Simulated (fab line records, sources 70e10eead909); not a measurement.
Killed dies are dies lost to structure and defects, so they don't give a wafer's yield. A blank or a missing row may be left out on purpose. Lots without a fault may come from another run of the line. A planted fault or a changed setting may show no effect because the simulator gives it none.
Chamber matching | flow nand_harc | NHARC_A_CHANNEL_FILL_D2_ALD_02 on ald_hk-04: 4 sister chambers
The step deposits SiO2, target thk 6 nm, pulse time 10 s, ald cycles 60. 16 wafers are shown with their chamber, then 8 later ones without.

WAFERS WITH THEIR CHAMBER
wafer  | chamber | heater_power_w (W) | precursor_pulse_height_rel
L074.2 | 0       | 533                | 1.012
L074.3 | 2       | 550                | 0.973
L074.4 | 3       | 435                | 1.020
L081.1 | 2       | 555                | 1.055
L081.2 | 0       | 520                | 0.990
L081.5 | 2       | 562                | 0.978
L088.2 | 3       | 416                | 1.042
L088.3 | 2       | 543                | 1.036
L088.5 | 0       | 531                | 0.944
L090.1 | 3       | 411                | 1.015
L090.4 | 0       | 521                | 1.031
L090.5 | 1       | 502                | 1.001
L091.1 | 2       | 566                | 1.013
L091.3 | 0       | 520                | 0.980
L091.5 | 2       | 540                | 0.983
L093.3 | 0       | 545                | 1.039

SIGNATURES (means of the wafers above)
reading                    | chamber 0 | chamber 1 | chamber 2 | chamber 3 | scatter within a chamber
heater_power_w             | 528.33    | 502.00    | 552.67    | 420.67    | 10.6
precursor_pulse_height_rel | 0.99933   | 1.00100   | 1.00633   | 1.02567   | 0.0322
Rule: a wafer's distance from a chamber is the root of the sum, over the readings, of the square of ((its reading less the chamber's mean) divided by the reading's scatter). The wafer belongs to the nearest chamber; if the next one is less than 2 further off, it can't be placed. The scatter: the root of (the sum of the squares of (reading less its chamber's mean) over the shown wafers, divided by (wafers less chambers)).

WAFERS WITHOUT THEIR CHAMBER
wafer  | heater_power_w (W) | precursor_pulse_height_rel
L093.4 | 520                | 0.992
L093.5 | 415                | 1.006
L096.1 | 541                | 1.016
L096.3 | 496                | 0.987
L096.6 | 527                | 1.012
L097.3 | 421                | 0.989
L097.4 | 536                | 0.997
L097.5 | 426                | 1.015

WHICH CHAMBER EACH WENT THROUGH
wafer  | from the rows above     | in truth
L093.4 | can't be placed: 0 or 1 | 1
L093.5 | 3                       | 3
L096.1 | can't be placed: 2 or 0 | 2
L096.3 | 1                       | 1
L096.6 | can't be placed: 0 or 1 | 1
L097.3 | 3                       | 3
L097.4 | can't be placed: 0 or 2 | 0
L097.5 | 3                       | 3
Placed correctly: 4 of 8. Can't be placed from these rows: 4 (the true chamber is among the candidates in 4). Placed wrongly: 0.
